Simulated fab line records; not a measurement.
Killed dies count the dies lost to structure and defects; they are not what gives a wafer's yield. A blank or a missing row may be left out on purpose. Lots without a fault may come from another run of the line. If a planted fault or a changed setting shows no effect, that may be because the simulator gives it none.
A lot that was struck, set against a sound lot | flow nandHarc | 14 out of 1302 route steps
Sound: the wafers L471.2, L471.4, L471.6. Struck: wafer L474.1. (L474.2 of the same lot was not struck and is left out.) The cause comes at the end.
Per side, at each step with rows, come the tool, then ch with its chambers, and then its first start. Under that, the readings that differ: sound wafers | struck wafers | difference of the means | sigmas: that difference in standard deviations of wafers without a fault.
alike: same words and numbers on both sides, and readings whose means sit less than 2 such deviations apart. not compared: any withheld reading, any reading some wafer has no value for, any bound like >300 that may hide the same value, and any number with overlapping values for which the record gives no deviation.
Wherever a step has rows on one side only, a row that says differs or no value, or a row with sigmas, the two part there. Non-overlapping numbers with no deviation appear without sigmas and do not part them. A reading missing from all wafers of one side parts the sides only when that side holds two or more wafers.

first, 3 steps without rows for these wafers: NHARC_A_CHANNEL_HOLE_D1_STRIP_41 (strips in N2/H2); NHARC_A_CHANNEL_HOLE_D1_STRIP_42 (strips in CF4/CHF3); NHARC_A_CHANNEL_HOLE_D1_STRIP_43 (strips in O2/COS).
NHARC_A_CHANNEL_HOLE_D1_ETCH_44: etches the open film in CF4/O2, target depth 140 nm, overetch 14 nm, time 77 s.
  sound on rieDiel-12 ch 0,1,3, day 11 06:22; struck on rieDiel-08 ch 3, day 12 20:12
  alike: drypumpMotorCurrentA, oesProductAu, rfVppV, showerheadPlenumPTorr, throttleValvePct
  not compared: rfHoursCounterH
NHARC_A_CHANNEL_HOLE_D1_STRIP_27: strips in O2.
  sound: rieDiel-12 ch 2,3; struck: rieDiel-08 ch 2
  alike: drypumpMotorCurrentA, oesProductAu, rfVppV, showerheadPlenumPTorr, throttleValvePct
  not compared: rfHoursCounterH
then, 2 steps without rows for these wafers: NHARC_A_CHANNEL_HOLE_D1_PRECLEAN_28 (cleans in SC1); NHARC_A_CHANNEL_HOLE_D1_SRD_29.
NHARC_A_CHANNEL_HOLE_D1_CD_MEAS_30:
  sound on cdSem-01 at day 11 07:08; struck on cdSem-03 at day 12 21:00
  alike: cdNm
NHARC_A_CHANNEL_HOLE_D1_XSEM_31:
  sound on xsem-02 ch 0, day 11 07:14; struck on xsem-01 ch 0, day 12 21:05
  alike: botCdNm, bowNm, tiltDeg
NHARC_A_CHANNEL_HOLE_D1_INSPECT_40:
  sound on defectInspect-02 at day 11 07:19; struck on defectInspect-01 at day 12 21:11
reading        | sound    | struck | difference | sigmas
rawDefectCount | 66 38 51 | 114    | +62        | +3
then, 2 steps without rows for these wafers: NHARC_A_CHANNEL_FILL_D1_PRECLEAN_00 (cleans in SC1); NHARC_A_CHANNEL_FILL_D1_SRD_01.
NHARC_A_CHANNEL_FILL_D1_ALD_02: deposits SiO2, target thk 6 nm, pulse time 10 s, ald cycles 60.
  sound on aldHk-01 ch 1,2,3, day 11 07:40; struck on aldHk-02 ch 0, day 12 21:40
reading   | sound    | struck | difference | sigmas
aldCycles | 60 60 60 | 71     | +11        | 
  alike: heaterPowerW, precursorPulseHeightRel
  not compared: sinceWetCleanH
NHARC_A_CHANNEL_FILL_D1_ALD_03: deposits SiNx, target thk 6 nm, pulse time 60 s, ald cycles 58.
  sound: aldSinBatch-02 ch 0; struck: aldSinBatch-03 ch 0
  alike: precursorPulseHeightRel
  not compared: aldCycles

WHERE THEY PART
Only at NHARC_A_CHANNEL_HOLE_D1_INSPECT_40, within this record. Later steps at which nothing parts them and some readings are alike: NHARC_A_CHANNEL_FILL_D1_ALD_02, NHARC_A_CHANNEL_FILL_D1_ALD_03.

WHY: what the simulator had put in
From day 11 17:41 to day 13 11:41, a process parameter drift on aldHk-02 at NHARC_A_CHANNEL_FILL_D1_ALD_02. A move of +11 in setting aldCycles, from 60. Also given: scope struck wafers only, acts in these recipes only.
